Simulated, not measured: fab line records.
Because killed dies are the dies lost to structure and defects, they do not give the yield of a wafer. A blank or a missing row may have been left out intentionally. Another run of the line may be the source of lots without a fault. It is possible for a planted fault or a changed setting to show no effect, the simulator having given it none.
Which of the tools did it? :: flow n5_finfet :: 36 wafers sampled from 12 lots at 1 step of a route of 1938

WHAT EACH GAUGE READ, for each wafer
N5_SD_EPI_P_OVL_MEAS_10.
lot: L075
measured: day 3 12:31
on: overlay-02
SD_P_BLK_OVL (nm): -0.7 -0.5 -0.5

lot: L077
measured: day 4 00:16
on: overlay-01
SD_P_BLK_OVL (nm): 0.5 0.5 0.9

lot: L079
measured: day 4 13:29
on: overlay-02
SD_P_BLK_OVL (nm): 0.7 1.4 1.0

lot: L081
measured: day 5 01:11
on: overlay-01
SD_P_BLK_OVL (nm): 0.2 0.6 -0.5

lot: L083
measured: day 5 13:17
on: overlay-01
SD_P_BLK_OVL (nm): -0.3 0.2 0.1

lot: L085
measured: day 6 01:03
on: overlay-01
SD_P_BLK_OVL (nm): 0.4 0.0 0.3

lot: L087
measured: day 6 10:10
on: overlay-02
SD_P_BLK_OVL (nm): 1.1 1.2 1.4

lot: L089
measured: day 7 04:55
on: overlay-02
SD_P_BLK_OVL (nm): 0.2 1.1 0.0

lot: L091
measured: day 7 14:10
on: overlay-01
SD_P_BLK_OVL (nm): -0.3 -0.2 -0.8

lot: L093
measured: day 7 22:38
on: overlay-01
SD_P_BLK_OVL (nm): -0.9 0.1 -1.0

lot: L095
measured: day 8 13:18
on: overlay-01
SD_P_BLK_OVL (nm): -0.6 -2.3 -1.7

lot: L097
measured: day 9 03:26
on: overlay-02
SD_P_BLK_OVL (nm): -0.7 -1.3 0.1

WHAT TOOL EACH LOT RAN ON (gives the tool, then ch and the chambers of the sampled wafers, and finally the start)
The record holds no process step before these readings.

THE ANSWER, worked out from the rows above alone
Rule: the lots themselves supply what counts as usual. The widest of any qualifying gaps counts: lots, ordered by their means at a reading, are off when they make up no more than a third of the lots, leave a main group of 4 or more, and stand apart from it by 3 or more times the standard deviation of that group's means. The tables above print the reading to a certain number of digits; a main group whose means all agree to those digits is not used. A lot without any number at a reading at which 4 lots or more have one is off too. All remaining lots with rows at the step are treated as sound.
No lot is off at any reading shown: from this, nothing can be told.

WHAT THE SIMULATOR HAD INSERTED
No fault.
